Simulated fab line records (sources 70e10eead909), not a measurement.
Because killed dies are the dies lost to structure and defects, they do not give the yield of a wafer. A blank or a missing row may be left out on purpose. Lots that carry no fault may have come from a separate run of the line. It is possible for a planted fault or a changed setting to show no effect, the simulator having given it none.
What tool caused it? | flow nandHarc | 12 lots with 35 wafers sampled at 5 steps, on a route of 1302 steps

WHAT THE GAUGES SHOWED, per wafer
NHARC_END_SORT_01. Usual: killedAtArray 62, standard deviation 16; killedAtOther 0.8, standard deviation 1.1; killedAtPeriphery 4, standard deviation 3.2; killedDies 67, standard deviation 16; killedOpen 3.5, standard deviation 1.9; killedShort 2.1, standard deviation 1.5.
lot  | measured     | on        | killedAtArray | killedAtOther | killedAtPeriphery | killedDies | killedOpen | killedShort | flag
L229 | day 28 02:01 | prober-02 | 59 51 269     | 1 1 2         | 5 5 3             | 65 57 274  | 3 0 2      | 3 2 2       | OFF
L228 | day 29 02:35 | prober-01 | 65 265        | 1 0           | 3 5               | 69 270     | 3 5        | 2 0         | OFF
L230 | day 29 09:35 | prober-01 | 300 53 244    | 2 0 0         | 3 10 8            | 305 63 252 | 1 3 2      | 2 2 0       | OFF

WHAT TOOL EACH LOT RAN ON (gives the tool, then ch and the chambers of the sampled wafers, and finally the start)
lot  | NHARC_A_CONTACT_ETCH_49                      | NHARC_A_CONTACT_ETCH_51                      | NHARC_A_CONTACT_ETCH_112           | NHARC_A_CONTACT_ETCH_102
L219 | rieDiel-03 ch 0,1,2, day 21 12:35 or earlier | rieDiel-03 ch 0,1,3, day 21 12:35 or earlier | harCapEtch-01 ch 0, day 21 12:35   | rieDiel-03 ch 1,2,3, day 21 15:56
L220 | rieDiel-03 ch 0,1,3, day 22 05:34 or earlier | rieDiel-03 ch 1,2,3, day 22 05:34 or earlier | harCapEtch-02 ch 0,1, day 22 05:34 | rieDiel-03 ch 0,1,2, day 22 09:01
L229 | rieDiel-03 ch 1,3, day 25 10:12 or earlier   | rieDiel-03 ch 2,3, day 25 10:12 or earlier   | harCapEtch-03 ch 0,1, day 25 10:12 | rieDiel-03 ch 0,1,2, day 25 13:33
L228 | rieDiel-04 ch 2,3, day 25 10:41 or earlier   | rieDiel-04 ch 0,3, day 25 10:41 or earlier   | harCapEtch-02 ch 0, day 25 10:41   | rieDiel-03 ch 1,2, day 25 14:57
L230 | rieDiel-03 ch 0,2, day 26 00:36 or earlier   | rieDiel-03 ch 0,1, day 26 00:36 or earlier   | harCapEtch-01 ch 0,1, day 26 00:36 | rieDiel-03 ch 1,2,3, day 26 03:58
L233 | rieDiel-11 ch 0,1,3, day 27 08:47 or earlier | rieDiel-11 ch 1,2,3, day 27 08:47 or earlier | harCapEtch-01 ch 0,1, day 27 08:47 | rieDiel-11 ch 0,3, day 27 12:12
L235 | rieDiel-04 ch 1,2,3, day 28 15:29 or earlier | rieDiel-04 ch 0,2,3, day 28 15:29 or earlier | harCapEtch-01 ch 0,1, day 28 15:29 | rieDiel-11 ch 0,2, day 28 19:38
L240 | rieDiel-04 ch 0,2,3, day 29 06:34 or earlier | rieDiel-04 ch 0,2,3, day 29 06:34 or earlier | harCapEtch-01 ch 0,1, day 29 06:34 | rieDiel-04 ch 0,1,3, day 29 09:58
L237 | rieDiel-11 ch 0,1,3, day 29 10:22 or earlier | rieDiel-11 ch 1,3, day 29 10:22 or earlier   | harCapEtch-02 ch 0,1, day 29 10:22 | rieDiel-11 ch 1,3, day 29 13:44
L239 | rieDiel-11 ch 1,2,3, day 30 03:55 or earlier | rieDiel-11 ch 0,1, day 30 03:55 or earlier   | harCapEtch-02 ch 0,1, day 30 03:55 | rieDiel-04 ch 0,3, day 30 07:16
L241 | rieDiel-11 ch 1,2, day 31 07:38 or earlier   | rieDiel-11 ch 2,3, day 31 07:38 or earlier   | harCapEtch-02 ch 0,1, day 31 07:38 | rieDiel-03 ch 1,2,3, day 31 10:59
L242 | rieDiel-03 ch 0,2, day 31 10:01 or earlier   | rieDiel-03 ch 0,3, day 31 10:01 or earlier   | harCapEtch-03 ch 1, day 31 10:01   | rieDiel-03 ch 0,1, day 31 13:23
- NHARC_A_CONTACT_ETCH_49: etches the open film in N2/H2, target depth 260 nm, time 475.3 s.
- NHARC_A_CONTACT_ETCH_51: etches the open film in O2/COS, target depth 7000 nm, time 1820 s.
- NHARC_A_CONTACT_ETCH_112: etches the open film in C4F8/O2/Ar, time 190 s, target depth 1850 nm.
- NHARC_A_CONTACT_ETCH_102: etches the open film in CF4/O2, target depth 100 nm, overetch 10 nm, time 55 s.

AS READ BY THE TOOLS THEMSELVES (means over the sampled wafers that have a number; for cases with no such wafer, the mark the record gives instead)
NHARC_A_CONTACT_ETCH_49. Usual: drypumpMotorCurrentA 5.8 A, standard deviation 0.4; oesProductAu 1.003 a.u., standard deviation 0.0064; rfVppV 431.1 V, standard deviation 2.4; showerheadPlenumPTorr 2.06 Torr, standard deviation 0.08; throttleValvePct 14.172 %, standard deviation 0.0094.
lot  | tool       | drypumpMotorCurrentA (A) | oesProductAu (a.u.) | rfVppV (V) | showerheadPlenumPTorr (Torr) | throttleValvePct (%) | flag
L219 | rieDiel-03 | 5.8                      | 1.003               | 431.3      | 2.06                         | 14.172               | 
L220 | rieDiel-03 | 6.0                      | 0.997               | 432.6      | 2.10                         | 14.173               | 
L229 | rieDiel-03 | 6.2                      | 0.991               | 432.2      | 2.12                         | 14.171               | 
L228 | rieDiel-04 | 5.5                      | 1.006               | 430.1      | 2.02                         | 14.188               | 
L230 | rieDiel-03 | 5.7                      | 1.006               | 429.3      | 2.01                         | 14.179               | 
L233 | rieDiel-11 | 5.6                      | 1.009               | 431.5      | 2.09                         | 14.177               | 
L235 | rieDiel-04 | 5.5                      | 0.996               | 429.9      | 2.03                         | 14.174               | 
L240 | rieDiel-04 | 5.5                      | 1.004               | 430.5      | 2.04                         | 14.174               | 
L237 | rieDiel-11 | 5.6                      | 1.011               | 431.9      | 2.08                         | 14.173               | 
L239 | rieDiel-11 | 5.7                      | 1.003               | 431.3      | 2.07                         | 14.167               | 
L241 | rieDiel-11 | 5.8                      | 1.003               | 429.9      | 2.02                         | 14.166               | 
L242 | rieDiel-03 | 5.5                      | 1.001               | 430.2      | 2.02                         | 14.177               | 

NHARC_A_CONTACT_ETCH_51. Usual: drypumpMotorCurrentA 5.8 A, standard deviation 0.41; oesProductAu 1.002 a.u., standard deviation 0.0072; rfVppV 314.5 V, standard deviation 1.7; showerheadPlenumPTorr 3.16 Torr, standard deviation 0.11; throttleValvePct 28.330 %, standard deviation 0.0096.
lot  | tool       | drypumpMotorCurrentA (A) | oesProductAu (a.u.) | rfVppV (V) | showerheadPlenumPTorr (Torr) | throttleValvePct (%) | flag
L219 | rieDiel-03 | 6.0                      | 0.997               | 315.2      | 3.21                         | 28.327               | 
L220 | rieDiel-03 | 6.2                      | 1.003               | 314.8      | 3.17                         | 28.330               | 
L229 | rieDiel-03 | 6.1                      | 1.005               | 314.3      | 3.10                         | 28.332               | 
L228 | rieDiel-04 | 5.3                      | 1.002               | 314.0      | 3.12                         | 28.326               | 
L230 | rieDiel-03 | 5.8                      | 0.998               | 314.5      | 3.21                         | 28.332               | 
L233 | rieDiel-11 | 5.8                      | 1.002               | 314.1      | 3.18                         | 28.328               | 
L235 | rieDiel-04 | 5.5                      | 1.001               | 314.4      | 3.12                         | 28.327               | 
L240 | rieDiel-04 | 5.5                      | 0.996               | 313.8      | 3.11                         | 28.328               | 
L237 | rieDiel-11 | 5.7                      | 1.005               | 315.0      | 3.12                         | 28.321               | 
L239 | rieDiel-11 | 5.6                      | 1.000               | 313.9      | 3.11                         | 28.331               | 
L241 | rieDiel-11 | 5.8                      | 1.010               | 316.1      | 3.28                         | 28.324               | 
L242 | rieDiel-03 | 6.1                      | 1.000               | 314.5      | 3.18                         | 28.331               | 

NHARC_A_CONTACT_ETCH_102. Usual: drypumpMotorCurrentA 5.8 A, standard deviation 0.43; oesProductAu 1.001 a.u., standard deviation 0.0073; rfVppV 198.2 V, standard deviation 1.2; showerheadPlenumPTorr 1.35 Torr, standard deviation 0.045; throttleValvePct 13.398 %, standard deviation 0.0083.
lot  | tool       | drypumpMotorCurrentA (A) | oesProductAu (a.u.) | rfVppV (V) | showerheadPlenumPTorr (Torr) | throttleValvePct (%) | flag
L219 | rieDiel-03 | 6.2                      | 0.998               | 198.2      | 1.36                         | 13.395               | 
L220 | rieDiel-03 | 5.8                      | 1.002               | 198.7      | 1.35                         | 13.396               | 
L229 | rieDiel-03 | 5.8                      | 0.982               | 197.9      | 1.34                         | 13.391               | 
L228 | rieDiel-03 | 6.0                      | 0.983               | 197.9      | 1.34                         | 13.388               | 
L230 | rieDiel-03 | 6.2                      | 0.966               | 197.7      | 1.36                         | 13.397               | OFF
L233 | rieDiel-11 | 5.6                      | 1.005               | 198.8      | 1.40                         | 13.403               | 
L235 | rieDiel-11 | 5.6                      | 1.009               | 199.2      | 1.43                         | 13.393               | 
L240 | rieDiel-04 | 5.4                      | 1.000               | 196.9      | 1.33                         | 13.401               | 
L237 | rieDiel-11 | 5.7                      | 0.998               | 197.6      | 1.34                         | 13.393               | 
L239 | rieDiel-04 | 5.2                      | 1.007               | 197.7      | 1.31                         | 13.399               | 
L241 | rieDiel-03 | 6.2                      | 1.003               | 198.7      | 1.35                         | 13.405               | 
L242 | rieDiel-03 | 5.9                      | 1.002               | 199.3      | 1.37                         | 13.398               | 

THE ANSWER, worked out from the rows above alone
Rule: a lot is off if the mean of its wafers that have a number lies more than 3 standard deviations from the usual mean. Also off: a lot with no number at a reading for which 4 or more lots have one. All remaining lots with rows at the step are treated as sound. After the gauges, taken in route order, come the tools' own readings; for these a lot's mean is taken, as printed above. The first step at which some lot is off is used, and at that step the reading that is off furthest; a lot without a number counts as furthest.
Off: L229, L228, L230 (NHARC_END_SORT_01, killedDies). Neither off nor sound, because the step has no rows for them: L219, L220, L233, L235, L240, L237, L239, L241, L242.
If a tool, at a process step before that reading, ran all the lots that are off and no sound lot after the first of them, it fits. Those tools and the gauges at NHARC_END_SORT_01 are tried in the same way. With no start given for some of its lots, NHARC_A_CONTACT_ETCH_49 uses the hours and lot order of NHARC_A_CONTACT_ETCH_112. With no start given for some of its lots, NHARC_A_CONTACT_ETCH_51 uses the hours and lot order of NHARC_A_CONTACT_ETCH_112. One candidate fits, namely rieDiel-03 at NHARC_A_CONTACT_ETCH_102. It ran no sound lot before its first lot that is off in this sample, so the start can't be narrowed down.

WHAT WAS PUT IN BY THE SIMULATOR
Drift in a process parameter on rieDiel-03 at NHARC_A_CONTACT_ETCH_102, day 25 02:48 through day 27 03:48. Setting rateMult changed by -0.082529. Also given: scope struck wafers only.
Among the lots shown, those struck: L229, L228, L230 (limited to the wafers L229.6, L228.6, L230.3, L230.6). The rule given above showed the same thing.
